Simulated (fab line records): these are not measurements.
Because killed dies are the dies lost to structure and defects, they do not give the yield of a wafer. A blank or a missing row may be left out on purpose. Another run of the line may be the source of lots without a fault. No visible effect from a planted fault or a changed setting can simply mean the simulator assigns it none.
Struck lot and sound lot, side by side -- flow n5Finfet -- 15 steps out of a route of 1938
Sound: these wafers, L295.1, L295.4, L295.6. Struck: wafer L313.3. (L313.2 of the same lot was not struck and is left out.) The cause comes at the end.
Order at every step that has rows: each side's tool, ch and its chambers, its first start. Under that, the readings that differ: sound wafers -- struck wafers -- difference of the means -- sigmas: that difference in standard deviations of wafers without a fault.
alike: same words and numbers on both sides, and readings whose means sit less than 2 such deviations apart. not compared: any withheld reading, any reading some wafer has no value for, any bound like >300 that may hide the same value, and any number with overlapping values for which the record gives no deviation.
Wherever a step has rows on one side only, a row that says differs or no value, or a row with sigmas, the two part there. Non-overlapping numbers with no deviation appear without sigmas and do not part them. A reading that every wafer of one side lacks parts them only if that side has two wafers or more.

first, 8 steps without rows for these wafers: N5_BEOL_M5_COAT_66 (time 60 s, resist thk 12 nm); N5_BEOL_M5_COAT_74 (time 60 s, resist thk 5 nm); N5_BEOL_M5_COAT_22 (resist thk 30 nm); N5_BEOL_M5_EBR_24; N5_BEOL_M5_SOFTBAKE_23 (time 60 s); N5_BEOL_M5_EXPOSE_25 (exposes mask V4, defocus 10 nm); N5_BEOL_M5_PEB_26 (peb time 60 s); N5_BEOL_M5_DEVELOP_27 (develop time 30 s).
N5_BEOL_M5_CD_MEAS_28: target cd 30.6 nm, target cd y 20 nm.
  sound on cdSem-03 ch 0, day 9 14:02; struck on cdSem-02 ch 0, day 14 08:58
  alike: cdNm
N5_BEOL_M5_OVL_MEAS_29:
  sound on overlay-02 ch 0, day 9 14:04; struck on overlay-01 ch 0, day 14 09:00
  alike: V4_OVL
N5_BEOL_M5_INSPECT_30: inspects for defects (brightfield).
  sound on defectInspect-02 at day 9 14:08; struck on defectInspect-02 at day 14 09:03
  alike: rawDefectCount
N5_BEOL_M5_DESCUM_33: chemistry O2, time 7 s.
  sound on rieDiel-05 ch 2,3, day 9 14:11; struck on rieDiel-05 ch 2, day 14 09:16
  alike: drypumpMotorCurrentA, oesProductAu, rfVppV, showerheadPlenumPTorr, throttleValvePct
  not compared: rfHoursCounterH
N5_BEOL_M5_ETCH_75: etches underlayer in N2/H2, target depth 6.5 nm, time 5.2 s.
  sound on rieDiel-05 ch 2,3, day 9 14:13; struck on rieDiel-05 ch 2, day 14 09:18
reading,sound,struck,difference,sigmas
etchRfOnTimeS (s),5.24 5.29 5.21,8.25,+3.00,+25
  alike: drypumpMotorCurrentA, n2FlowSccm, oesProductAu, rfVppV, showerheadPlenumPTorr, throttleValvePct
  not compared: rfHoursCounterH
N5_BEOL_M5_ETCH_67: etches SiARC in CF4, target depth 15.6 nm, time 26 s.
  sound on rieDiel-05 ch 2,3, day 9 14:14; struck on rieDiel-05 ch 2, day 14 09:19
  alike: drypumpMotorCurrentA, etchRfOnTimeS, oesProductAu, rfVppV, showerheadPlenumPTorr, throttleValvePct
  not compared: rfHoursCounterH
-- a jump in the record: the struck wafers' starts before and after are 5 days apart (it breaks off in module BEOL_M5 and resumes in module PASSIVATION, where the first step shown is number 1936 of the route) --
N5_PASSIVATION_PROBE_49:
  only the struck wafers here have rows in the record (prober-01, day 19 03:04); the sound ones have none

WHERE THEY PART
First at N5_BEOL_M5_ETCH_75; last, within this record, at N5_PASSIVATION_PROBE_49.

WHY: what the simulator had put in
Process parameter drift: rieDiel-05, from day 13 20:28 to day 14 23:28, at N5_BEOL_M5_ETCH_75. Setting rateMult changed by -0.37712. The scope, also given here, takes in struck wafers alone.
